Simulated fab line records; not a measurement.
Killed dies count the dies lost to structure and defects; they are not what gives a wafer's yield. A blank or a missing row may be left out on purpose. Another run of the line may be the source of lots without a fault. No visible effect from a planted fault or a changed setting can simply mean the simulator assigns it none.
Code-filled problem report in 8D (eight disciplines) form ; flow nand-harc ; the parts of the form that need people (team, actions taken, sign-off) are left out

== 1. PROBLEM STATEMENT ==
Mean of killed-at-array at NHARC_END_SORT_01: 671 across 6 wafers in 2 lots; on wafers with no fault it is 58 (standard deviation 20). That is +31 standard deviations from the usual mean.
The first sign was on wafer L428.2 at day 29 16:34, on prober-01. The record holds 6 wafers of 2 lots with a number at this step. The rule behind "out" and "out of limits": a value lying over 4 standard deviations away from the usual mean. All remaining wafers that have a number are taken as sound.

== 2. WHAT IT IS, AND WHAT IT ISN'T ==
question;is;is not
which readings at this step;killed-at-array, killed-dies;killed-at-other, killed-short
which lots;L428, L430;-
which wafers of those lots;all that have a number;-
read on which gauges;prober-01;-
when;from day 29 16:34;up to then (0 sound wafers)

== 3. SUSPECTS, AND WHAT RULES EACH OUT ==
Counting: a tool at a process step up to the reading stays a suspect if it ran every lot that is out and no sound lot after the first of them.
- the gauge at NHARC_END_SORT_01 has been ruled out. All the wafers that are out were read on prober-01, but those of them that NHARC_A_CONTACT_CMP_20 has rows for are out there too, on other tools.
- cvd-w-01 at NHARC_A_CONTACT_CVD_19 (deposits W, target thk 300 nm, time 802 s): kept. It ran every lot that is out, first L428 (day 27 12:26), and no sound lot after that.
Remaining after the count: cvd-w-01 at NHARC_A_CONTACT_CVD_19.

== 4. THE CAUSE (what the simulator had put in) ==
Entire step skipped (cvd-w-01, NHARC_A_CONTACT_CVD_19), from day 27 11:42 onward. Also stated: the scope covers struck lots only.
Only this tool survived the counting.

== 5. SEQUENCE OF EFFECTS, ordered by route ==
Each row: a reading whose mean over the struck wafers that have a number lies more than 3 standard deviations from the usual. Only readings whose record carries a usual standard deviation are examined. hours: median over the lots of the time between each lot's start at the first step of this table that gives one and its start at this step. sigmas: the change, counted in usual standard deviations.
hours;step;reading;usual;on struck wafers;change;sigmas
0;NHARC_A_CONTACT_CMP_20;time-to-endpoint-s;59.8 s;0.6;-59.2;-25
47;NHARC_END_SORT_01;killed-at-array;58;671;+613;+31
47;NHARC_END_SORT_01;killed-dies;63;677;+614;+31
It contains these process steps:
- NHARC_A_CONTACT_CMP_20: polishes, t overpolish 30 s, target thk 300 nm.
Readings that are blank on the struck wafers while sound wafers have them: chamber-pressure-Torr at NHARC_A_CONTACT_CVD_19; heater-power-outer-w at NHARC_A_CONTACT_CVD_19; heater-power-w at NHARC_A_CONTACT_CVD_19; throttle-valve-pct at NHARC_A_CONTACT_CVD_19.

== 6. WHAT WOULD HAVE CAUGHT IT SOONER ==
In this record the first reading out of limits at a measuring or inspecting step was taken at day 29 16:34, 53 hours after the fault began at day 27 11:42.
At NHARC_A_CONTACT_CVD_19 the tool's readings are blank on the struck wafers, where sound wafers have them: an empty tool record is the first sign, and it was there at once.
The start of NHARC_A_CONTACT_CVD_19 on cvd-w-01 came by day 29 16:34 for every one of the lots that are out (2). None of them would have been spared by holding the tool at that moment.
